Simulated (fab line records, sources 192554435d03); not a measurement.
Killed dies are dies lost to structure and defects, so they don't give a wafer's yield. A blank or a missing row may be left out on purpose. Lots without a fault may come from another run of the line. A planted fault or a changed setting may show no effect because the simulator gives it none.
Chamber matching | flow n5_finfet | N5_BEOL_M15_ILD_DEP_00 on pecvd-03: 3 sister chambers
The step deposits SiO2 from TEOS/O2, target thk 1629.3 nm, time 346.1 s. 3 wafers are shown with their chamber, then 7 later ones without.

WAFERS WITH THEIR CHAMBER
wafer  | chamber | showerhead_plenum_p_Torr (Torr)
L870.1 | 0       | 8.41
L875.1 | 2       | 8.37
L875.2 | 1       | 8.32

WAFERS WITHOUT THEIR CHAMBER
wafer  | showerhead_plenum_p_Torr (Torr)
L875.4 | 8.35
L874.2 | 8.36
L874.4 | 8.32
L874.5 | 8.41
L876.4 | 8.36
L876.5 | 8.31
L876.6 | 8.38

WHICH CHAMBER EACH WENT THROUGH
wafer  | from the rows above     | in truth
L875.4 | can't be placed: 2 or 1 | 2
L874.2 | 2                       | 2
L874.4 | 1                       | 1
L874.5 | 0                       | 0
L876.4 | 2                       | 2
L876.5 | 1                       | 1
L876.6 | can't be placed: 2 or 0 | 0
Placed correctly: 5 of 7. Can't be placed from these rows: 2 (the true chamber is among the candidates in 2). Placed wrongly: 0.
How it was worked out, from the rows above alone: a wafer's distance from a chamber is the root of the sum, over the readings, of the square of ((its reading less the chamber's mean) divided by the reading's scatter). The wafer belongs to the nearest chamber; if the next one is less than 2 further off, it can't be placed. A chamber's mean is the mean of its shown wafers. The scatter: with one shown wafer a chamber, the root of the mean of the squares of how far each hidden wafer lies from its nearest shown one.
